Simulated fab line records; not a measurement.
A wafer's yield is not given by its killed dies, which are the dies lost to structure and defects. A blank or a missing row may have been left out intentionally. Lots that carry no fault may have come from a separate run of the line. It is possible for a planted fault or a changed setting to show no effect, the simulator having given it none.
Split-lot trial :: flow n5-finfet :: 21 wafers read from 7 lots, route of 1938 steps

## THE SPLIT
At N5_BEOL_M2_COAT_61 (time 60 s, resist thk 60 nm), the setting spin-rpm was moved away from the recipe's 1500 rpm on 7 of the 21 wafers read, by -11.3% to -4.7%. For the rest of the wafers, this setting stayed at what the recipe calls for.

Reading taken at the split's own step.

## THE READING
SOC_of_BEOL_M2_COAT_61.thk-nm (the simulator's own value, which no gauge read), in nm, at N5_BEOL_M2_COAT_61 (time 60 s, resist thk 60 nm). There is no usual value for it anywhere in the file. Across the 14 wafers here that went through the recipe, the average is 59.9 nm and the standard deviation 0.22 nm.

wafer: L075.1
tool, chamber at the split: litho-track-02, 0
spin-rpm as run, rpm: 1500
against the recipe: recipe
SOC_of_BEOL_M2_COAT_61.thk-nm, nm: 60.2
against lot-mates on the recipe: -

wafer: L075.3
tool, chamber at the split: litho-track-02, 0
spin-rpm as run, rpm: 1500
against the recipe: recipe
SOC_of_BEOL_M2_COAT_61.thk-nm, nm: 60.2
against lot-mates on the recipe: -

wafer: L075.5
tool, chamber at the split: litho-track-02, 0
spin-rpm as run, rpm: 1430
against the recipe: -4.7%
SOC_of_BEOL_M2_COAT_61.thk-nm, nm: 61.4
against lot-mates on the recipe: +1.2

wafer: L082.1
tool, chamber at the split: litho-track-04, 0
spin-rpm as run, rpm: 1500
against the recipe: recipe
SOC_of_BEOL_M2_COAT_61.thk-nm, nm: 59.6
against lot-mates on the recipe: -

wafer: L082.6
tool, chamber at the split: litho-track-04, 0
spin-rpm as run, rpm: 1500
against the recipe: recipe
SOC_of_BEOL_M2_COAT_61.thk-nm, nm: 59.6
against lot-mates on the recipe: -

wafer: L082.2
tool, chamber at the split: litho-track-04, 0
spin-rpm as run, rpm: 1500
against the recipe: recipe
SOC_of_BEOL_M2_COAT_61.thk-nm, nm: 59.8
against lot-mates on the recipe: -

wafer: L083.1
tool, chamber at the split: litho-track-04, 0
spin-rpm as run, rpm: 1500
against the recipe: recipe
SOC_of_BEOL_M2_COAT_61.thk-nm, nm: 60
against lot-mates on the recipe: -

wafer: L083.3
tool, chamber at the split: litho-track-04, 0
spin-rpm as run, rpm: 1500
against the recipe: recipe
SOC_of_BEOL_M2_COAT_61.thk-nm, nm: 60
against lot-mates on the recipe: -

wafer: L083.4
tool, chamber at the split: litho-track-04, 0
spin-rpm as run, rpm: 1500
against the recipe: recipe
SOC_of_BEOL_M2_COAT_61.thk-nm, nm: 60
against lot-mates on the recipe: -

wafer: L087.1
tool, chamber at the split: litho-track-02, 0
spin-rpm as run, rpm: 1365
against the recipe: -9.0%
SOC_of_BEOL_M2_COAT_61.thk-nm, nm: 62.8
against lot-mates on the recipe: +2.8

wafer: L087.2
tool, chamber at the split: litho-track-02, 0
spin-rpm as run, rpm: 1365
against the recipe: -9.0%
SOC_of_BEOL_M2_COAT_61.thk-nm, nm: 62.8
against lot-mates on the recipe: +2.8

wafer: L087.4
tool, chamber at the split: litho-track-02, 0
spin-rpm as run, rpm: 1500
against the recipe: recipe
SOC_of_BEOL_M2_COAT_61.thk-nm, nm: 60
against lot-mates on the recipe: -

wafer: L093.3
tool, chamber at the split: litho-track-02, 0
spin-rpm as run, rpm: 1364
against the recipe: -9.1%
SOC_of_BEOL_M2_COAT_61.thk-nm, nm: 62.8
against lot-mates on the recipe: +2.6

wafer: L093.5
tool, chamber at the split: litho-track-02, 0
spin-rpm as run, rpm: 1364
against the recipe: -9.1%
SOC_of_BEOL_M2_COAT_61.thk-nm, nm: 63
against lot-mates on the recipe: +2.8

wafer: L093.6
tool, chamber at the split: litho-track-02, 0
spin-rpm as run, rpm: 1500
against the recipe: recipe
SOC_of_BEOL_M2_COAT_61.thk-nm, nm: 60.2
against lot-mates on the recipe: -

wafer: L095.2
tool, chamber at the split: litho-track-01, 0
spin-rpm as run, rpm: 1500
against the recipe: recipe
SOC_of_BEOL_M2_COAT_61.thk-nm, nm: 60
against lot-mates on the recipe: -

wafer: L095.4
tool, chamber at the split: litho-track-01, 0
spin-rpm as run, rpm: 1500
against the recipe: recipe
SOC_of_BEOL_M2_COAT_61.thk-nm, nm: 59.6
against lot-mates on the recipe: -

wafer: L095.6
tool, chamber at the split: litho-track-01, 0
spin-rpm as run, rpm: 1500
against the recipe: recipe
SOC_of_BEOL_M2_COAT_61.thk-nm, nm: 59.6
against lot-mates on the recipe: -

wafer: L096.1
tool, chamber at the split: litho-track-01, 0
spin-rpm as run, rpm: 1500
against the recipe: recipe
SOC_of_BEOL_M2_COAT_61.thk-nm, nm: 60
against lot-mates on the recipe: -

wafer: L096.3
tool, chamber at the split: litho-track-01, 0
spin-rpm as run, rpm: 1331
against the recipe: -11.3%
SOC_of_BEOL_M2_COAT_61.thk-nm, nm: 64
against lot-mates on the recipe: +4.0

wafer: L096.6
tool, chamber at the split: litho-track-01, 0
spin-rpm as run, rpm: 1331
against the recipe: -11.3%
SOC_of_BEOL_M2_COAT_61.thk-nm, nm: 64
against lot-mates on the recipe: +4.0

FIT RESULTS
A straight line over all 21 wafers: SOC_of_BEOL_M2_COAT_61.thk-nm changes by -0.342 nm for each +1% of spin-rpm; r = -0.99; the points scatter about the line by 0.22 nm.
The same after taking each lot's own level away (the mean of its wafers on the recipe; 21 wafers): -0.326 nm for each +1%; r = -0.99; scatter 0.18 nm.
On that fit, the largest move of spin-rpm shifts the reading by 3.7 nm.
From 59.67 to 60.20 nm: that is the span of the lots' own levels, equal to 2.4 times the standard deviation above.
The two slopes agree, so the slope changes little with the lot-to-lot level.
Check: for one of the wafers moved furthest among these (-11.3%), held out of the fit, the line's prediction against its lot-mates is +3.56 nm. It came out at +4 nm against them.

## FURTHER SPLITS ON THESE WAFERS
Other splits were also applied to these wafers ahead of the reading. Each is held against what the fit with the lots' levels taken away leaves over:
other split on the same wafers: N5_GATE_CUT_DESCUM_18 time-s
wafers away from the commonest value: 7
r with SOC_of_BEOL_M2_COAT_61.thk-nm (lot level and that fit taken away): +0.04

other split on the same wafers: N5_MOL_CONTACT_COAG_PECVD_31 temp-c
wafers away from the commonest value: 7
r with SOC_of_BEOL_M2_COAT_61.thk-nm (lot level and that fit taken away): -0.24

other split on the same wafers: N5_MOL_CONTACT_COAG_EXPOSE_81 dose-mj
wafers away from the commonest value: 2
r with SOC_of_BEOL_M2_COAT_61.thk-nm (lot level and that fit taken away): +0.04

other split on the same wafers: N5_BEOL_M0_SAQP_COAT_08 spin-rpm
wafers away from the commonest value: 8
r with SOC_of_BEOL_M2_COAT_61.thk-nm (lot level and that fit taken away): -0.05

other split on the same wafers: N5_BEOL_M0_SAQP_DEVELOP_13 develop-time-s
wafers away from the commonest value: 6
r with SOC_of_BEOL_M2_COAT_61.thk-nm (lot level and that fit taken away): -0.07

other split on the same wafers: N5_BEOL_M0_SAQP_COAT_87 spin-rpm
wafers away from the commonest value: 6
r with SOC_of_BEOL_M2_COAT_61.thk-nm (lot level and that fit taken away): +0.20

other split on the same wafers: N5_BEOL_M0_SAQP_ETCH_88 source-w
wafers away from the commonest value: 7
r with SOC_of_BEOL_M2_COAT_61.thk-nm (lot level and that fit taken away): -0.20

## THE FILE'S OWN FIT
SOC_of_BEOL_M2_COAT_61.thk-nm changes by -0.322 nm for each +1% of spin-rpm, r = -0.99.
